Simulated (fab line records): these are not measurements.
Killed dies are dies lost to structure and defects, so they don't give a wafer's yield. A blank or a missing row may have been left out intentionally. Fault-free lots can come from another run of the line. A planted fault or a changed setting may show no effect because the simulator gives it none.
Problem report, 8D (eight disciplines) form, completed by code :: flow nandHarc :: the parts of the form that need people (team, actions taken, sign-off) are left out

== 1. WHAT IS WRONG ==
Mean of thkNm at NHARC_A_ONON_D1_THK_MEAS_24: 576 nm across 6 wafers in 2 lots; on wafers with no fault it is 1002 nm (standard deviation 11). That is -39 standard deviations from the usual mean.
The step: measures by ellipsometry.
First observed at day 14 16:37: wafer L229.1, on filmMetro-02. The record holds 42 wafers of 14 lots with a number at this step. Rule for "out", or "out of limits": more than 4 standard deviations from the usual mean. Any other wafer with a number is counted as sound.

== 2. WHAT IT IS; WHAT IT IS NOT ==
question: which readings at this step
is: thkNm
is not: -

question: which lots
is: L229, L231
is not: L215, L216, L218, L219, L220, L221, L222, L232, L234, L235, L237, L238

question: which wafers of those lots
is: all that have a number
is not: -

question: read on which gauges
is: filmMetro-01, filmMetro-02
is not: -

question: when
is: from day 14 16:37
is not: up to then (21 sound wafers); but 15 sound wafers of L232, L234, L235, L237, L238 came after

== 3. SUSPECTS, AND WHAT RULES EACH OUT ==
Counting: any tool at a process step up to the reading is kept as a suspect provided that every lot that is out went through it and no sound lot did after the first of them.
- the gauge at NHARC_A_ONON_D1_THK_MEAS_24: ruled out. 2 gauges (filmMetro-01, filmMetro-02) read the wafers that are out.
- pecvdOnon-02 at NHARC_A_ONON_D1_DEP_22 (target thk 1000 nm): kept. Every lot that is out went through it, starting with L229 (day 14 16:06), and after that it ran no sound lot; the last sound lot it ran before then is L220 (day 10 02:35).
Left after counting: pecvdOnon-02 at NHARC_A_ONON_D1_DEP_22.

== 4. THE CAUSE (what the simulator had put in) ==
pecvdOnon-02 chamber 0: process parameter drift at NHARC_A_ONON_D1_DEP_22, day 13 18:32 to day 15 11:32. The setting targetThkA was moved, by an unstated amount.
Counting left only this tool.

== 5. THE EFFECT CHAIN, in route order ==
Rows list readings where the struck wafers' mean (over those with a number) sits beyond 3 standard deviations from the usual. Readings are gone through only where the record gives a usual standard deviation; hours: the median, over the lots, of the time from a lot's start at the first step in this table giving one to that lot's start at this step; sigmas: the change measured in usual standard deviations.
hours: 0
step: NHARC_A_ONON_D1_THK_MEAS_24
reading: thkNm
usual: 1002 nm
on struck wafers: 576
change: -426
sigmas: -39

hours: 386
step: NHARC_END_SORT_01
reading: killedAtArray
usual: 57
on struck wafers: 674
change: +617
sigmas: +34

hours: 386
step: NHARC_END_SORT_01
reading: killedDies
usual: 62
on struck wafers: 677
change: +615
sigmas: +34

== 6. HOW IT WOULD HAVE BEEN CAUGHT EARLIER ==
Counted from the fault's start at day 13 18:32, it took 22 hours until the first out-of-limits reading at a measuring or inspecting step in this record, taken at day 14 16:37.
Among the 2 lots that are out, L231 began NHARC_A_ONON_D1_DEP_22 on pecvdOnon-02 after day 14 16:37. It would have been spared by a hold on the tool at that moment.
